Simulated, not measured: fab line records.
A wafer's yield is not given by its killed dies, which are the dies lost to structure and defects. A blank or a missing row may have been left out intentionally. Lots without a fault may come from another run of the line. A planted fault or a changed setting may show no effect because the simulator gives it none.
Which tool is to blame? | flow n5_finfet | 10 lots, 28 wafers sampled, at 5 steps of a route of 1938

WHAT THE GAUGES SHOWED, per wafer
N5_STI_FIN_REVEAL_FIN_H_MEAS_10.
lot  | measured    | on     | trench_depth_nm (nm)
L472 | day 3 09:55 | ocd-01 | 50.1 50.8
L474 | day 3 18:55 | ocd-01 | 53.2 51.1 51.5
L475 | day 4 00:22 | ocd-01 | 51.9 52.4 50.5
L476 | day 4 07:47 | ocd-01 | 50.1 51.6
L477 | day 4 14:23 | ocd-01 | 52.2 52.1 54.9
L485 | day 6 13:19 | ocd-01 | 53.0 54.4 51.5
L487 | day 7 00:55 | ocd-01 | 51.2 51.4 51.3
L488 | day 7 08:47 | ocd-01 | 53.2 50.9 50.1
L491 | day 8 02:19 | ocd-01 | 51.8 52.7 52.6
L492 | day 8 06:14 | ocd-02 | 51.3 51.8 50.9

TOOL THAT RAN EACH LOT (tool first, then ch and the chambers of the sampled wafers, then the start)
lot  | N5_STI_FIN_REVEAL_ALD_00         | N5_STI_FIN_REVEAL_CMP_04     | N5_STI_FIN_REVEAL_RECESS_09       | N5_STI_FIN_REVEAL_OXIDATION_31
L472 | ald_sin-02 ch 0,1, day 3 00:14   | cmp-02 ch 2,3, day 3 06:23   | vapor_etch-01 ch 0,1, day 3 07:13 | plasma_asher-01 ch 0,1, day 3 09:22
L474 | ald_sin-02 ch 0,2,3, day 3 10:10 | cmp-04 ch 0,2,3, day 3 15:19 | vapor_etch-02 ch 0,1, day 3 16:13 | plasma_asher-02 ch 0,1, day 3 18:22
L475 | ald_sin-03 ch 0,1,3, day 3 15:37 | cmp-02 ch 0,1, day 3 20:44   | vapor_etch-02 ch 0,1, day 3 21:34 | plasma_asher-02 ch 0,1, day 3 23:49
L476 | ald_sin-02 ch 1,3, day 3 23:01   | cmp-02 ch 0,2, day 4 04:13   | vapor_etch-02 ch 0, day 4 05:01   | plasma_asher-01 ch 1, day 4 07:14
L477 | ald_sin-03 ch 0,1,3, day 4 05:46 | cmp-04 ch 0,2,3, day 4 10:51 | vapor_etch-02 ch 0,1, day 4 11:39 | plasma_asher-01 ch 0,1, day 4 13:50
L485 | ald_sin-02 ch 1,2, day 6 04:40   | cmp-04 ch 0,1,3, day 6 09:50 | vapor_etch-01 ch 0,1, day 6 10:32 | plasma_asher-02 ch 0,1, day 6 12:46
L487 | ald_sin-01 ch 0,1,3, day 6 16:18 | cmp-02 ch 0,1,3, day 6 21:23 | vapor_etch-01 ch 0,1, day 6 22:11 | plasma_asher-01 ch 0,1, day 7 00:23
L488 | ald_sin-01 ch 1,2,3, day 7 00:07 | cmp-04 ch 1,2,3, day 7 05:14 | vapor_etch-01 ch 0,1, day 7 06:02 | plasma_asher-02 ch 0,1, day 7 08:11
L491 | ald_sin-02 ch 0,1,2, day 7 17:43 | cmp-01 ch 1,2, day 7 22:49   | vapor_etch-01 ch 1, day 7 23:35   | plasma_asher-01 ch 0,1, day 8 01:45
L492 | ald_sin-02 ch 1,2,3, day 7 21:32 | cmp-01 ch 0,3, day 8 02:40   | vapor_etch-01 ch 0,1, day 8 03:33 | plasma_asher-01 ch 0, day 8 05:42
- N5_STI_FIN_REVEAL_ALD_00: deposits SiO2, target thk 1 nm, pulse time 1 s.
- N5_STI_FIN_REVEAL_CMP_04: polishes, stops on Si3N4, t overpolish 4 s, target thk 131.83 nm.
- N5_STI_FIN_REVEAL_RECESS_09: chemistry HF/NH3, target SiO2, afs cycles 11, target depth 42.5 nm, sublimation time 60 s.
- N5_STI_FIN_REVEAL_OXIDATION_31: chemistry O2 PLASMA REMOTE, time 20 s.

THE ANSWER, worked out from the rows above alone
Rule: the usual values come from the lots themselves. Put in order of their means at a reading, lots are off if they are a third of the lots or fewer, leave a main group of 4 or more, and stand apart from it by a gap of 3 or more times the standard deviation of the main group's means; of several such gaps the widest counts. The tables above print the reading to a certain number of digits; a main group whose means all agree to those digits is not used. A lot without any number at a reading at which 4 lots or more have one is off too. The other lots that the step has rows for count as sound.
None of the lots is off at any reading shown; this tells nothing.

WHAT THE SIMULATOR PUT IN
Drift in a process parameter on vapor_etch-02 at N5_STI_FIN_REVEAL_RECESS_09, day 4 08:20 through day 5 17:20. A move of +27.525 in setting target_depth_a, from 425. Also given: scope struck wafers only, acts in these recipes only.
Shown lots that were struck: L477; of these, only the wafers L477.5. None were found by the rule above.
